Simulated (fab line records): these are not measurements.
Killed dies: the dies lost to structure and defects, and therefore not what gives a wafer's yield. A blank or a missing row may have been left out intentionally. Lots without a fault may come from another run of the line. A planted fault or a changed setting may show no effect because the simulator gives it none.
Matching of chambers :: flow nandHarc :: NHARC_A_STAIRCASE_DEP_259 on pecvd-04 has 3 sister chambers
The step deposits SiON, target thk 30 nm. 6 wafers are shown with their chamber, then 12 later ones without.

== WAFERS PAIRED WITH THEIR CHAMBERS ==
wafer: L091.6
chamber: 1
showerheadVppV (V): 1118
heaterPowerW (W): 816

wafer: L089.1
chamber: 0
showerheadVppV (V): 1067
heaterPowerW (W): 884

wafer: L089.6
chamber: 1
showerheadVppV (V): 1140
heaterPowerW (W): 709

wafer: L092.2
chamber: 0
showerheadVppV (V): 1078
heaterPowerW (W): 857

wafer: L092.3
chamber: 2
showerheadVppV (V): 1159
heaterPowerW (W): 708

wafer: L092.6
chamber: 2
showerheadVppV (V): 1158
heaterPowerW (W): 713

== WAFERS MISSING THEIR CHAMBER ==
wafer: L093.1
showerheadVppV (V): 1143
heaterPowerW (W): 832

wafer: L093.2
showerheadVppV (V): 1077
heaterPowerW (W): 841

wafer: L093.3
showerheadVppV (V): 1149
heaterPowerW (W): 797

wafer: L095.2
showerheadVppV (V): 1150
heaterPowerW (W): 801

wafer: L095.4
showerheadVppV (V): 1171
heaterPowerW (W): 789

wafer: L095.6
showerheadVppV (V): 1136
heaterPowerW (W): 715

wafer: L094.1
showerheadVppV (V): 1151
heaterPowerW (W): 799

wafer: L094.4
showerheadVppV (V): 1123
heaterPowerW (W): 749

wafer: L094.6
showerheadVppV (V): 1180
heaterPowerW (W): 709

wafer: L097.1
showerheadVppV (V): 1093
heaterPowerW (W): 826

wafer: L097.2
showerheadVppV (V): 1143
heaterPowerW (W): 851

wafer: L097.6
showerheadVppV (V): 1154
heaterPowerW (W): 862

== WHICH CHAMBER EACH ONE RAN IN ==
wafer: L093.1
from the rows above: can't be placed: 1 or 2
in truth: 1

wafer: L093.2
from the rows above: 0
in truth: 0

wafer: L093.3
from the rows above: can't be placed: 1 or 2
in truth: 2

wafer: L095.2
from the rows above: can't be placed: 2 or 1
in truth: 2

wafer: L095.4
from the rows above: 2
in truth: 2

wafer: L095.6
from the rows above: can't be placed: 1 or 2
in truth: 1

wafer: L094.1
from the rows above: can't be placed: 2 or 1
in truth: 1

wafer: L094.4
from the rows above: 1
in truth: 1

wafer: L094.6
from the rows above: 2
in truth: 2

wafer: L097.1
from the rows above: can't be placed: 0 or 1
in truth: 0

wafer: L097.2
from the rows above: can't be placed: 1 or 2
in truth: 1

wafer: L097.6
from the rows above: can't be placed: 1 or 2
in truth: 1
4 of 12 placed correctly. Can't be placed from these rows: 8 (the true chamber is among the candidates in 8). Number placed wrongly: 0.
How it was worked out, from the rows above alone: a wafer's distance from a chamber is the root of the sum, over the readings, of the square of ((its reading less the chamber's mean) divided by the reading's scatter). The wafer belongs to the nearest chamber; if the next one is less than 2 further off, it can't be placed. The mean given for a chamber averages the wafers shown for that chamber. The scatter: take each reading less its chamber's mean, square it, sum over the shown wafers, divide by the number of wafers less the number of chambers, and take the root.
